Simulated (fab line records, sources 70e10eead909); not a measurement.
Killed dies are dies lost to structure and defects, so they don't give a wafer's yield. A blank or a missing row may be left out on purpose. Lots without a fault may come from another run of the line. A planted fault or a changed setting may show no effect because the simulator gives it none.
Chamber matching | flow nand_harc | NHARC_A_CONTACT_DEP_58 on pecvd-03: 3 sister chambers
The step deposits SiON, target thk 90 nm. 24 wafers are shown with their chamber, then 12 later ones without.

WAFERS WITH THEIR CHAMBER
wafer  | chamber | heater_power_w (W)
L076.1 | 1       | 597
L076.2 | 0       | 615
L076.3 | 2       | 754
L076.4 | 2       | 757
L076.5 | 1       | 613
L076.6 | 0       | 601
L078.1 | 2       | 706
L078.2 | 0       | 667
L078.6 | 2       | 753
L079.2 | 2       | 740
L079.3 | 0       | 688
L079.6 | 2       | 756
L080.1 | 0       | 642
L080.2 | 1       | 713
L080.4 | 2       | 721
L084.3 | 0       | 611
L084.5 | 0       | 593
L084.6 | 2       | 761
L085.1 | 1       | 678
L085.2 | 2       | 744
L085.6 | 2       | 759
L087.1 | 2       | 672
L087.4 | 2       | 662
L087.6 | 0       | 602

SIGNATURES (means of the wafers above)
reading        | chamber 0 | chamber 1 | chamber 2 | scatter within a chamber
heater_power_w | 627.38    | 650.25    | 732.08    | 38.1
Rule: a wafer's distance from a chamber is the root of the sum, over the readings, of the square of ((its reading less the chamber's mean) divided by the reading's scatter). The wafer belongs to the nearest chamber; if the next one is less than 2 further off, it can't be placed. The scatter: the root of (the sum of the squares of (reading less its chamber's mean) over the shown wafers, divided by (wafers less chambers)).

WAFERS WITHOUT THEIR CHAMBER
wafer  | heater_power_w (W)
L089.3 | 589
L089.5 | 683
L089.6 | 598
L091.1 | 559
L091.3 | 711
L091.5 | 559
L094.1 | 680
L094.2 | 554
L094.5 | 557
L095.4 | 668
L095.5 | 766
L095.6 | 611

WHICH CHAMBER EACH WENT THROUGH
wafer  | from the rows above          | in truth
L089.3 | can't be placed: 0 or 1      | 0
L089.5 | can't be placed: 1 or 2 or 0 | 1
L089.6 | can't be placed: 0 or 1      | 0
L091.1 | can't be placed: 0 or 1      | 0
L091.3 | can't be placed: 2 or 1 or 0 | 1
L091.5 | can't be placed: 0 or 1      | 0
L094.1 | can't be placed: 1 or 2 or 0 | 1
L094.2 | can't be placed: 0 or 1      | 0
L094.5 | can't be placed: 0 or 1      | 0
L095.4 | can't be placed: 1 or 0 or 2 | 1
L095.5 | 2                            | 2
L095.6 | can't be placed: 0 or 1      | 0
Placed correctly: 1 of 12. Can't be placed from these rows: 11 (the true chamber is among the candidates in 11). Placed wrongly: 0.
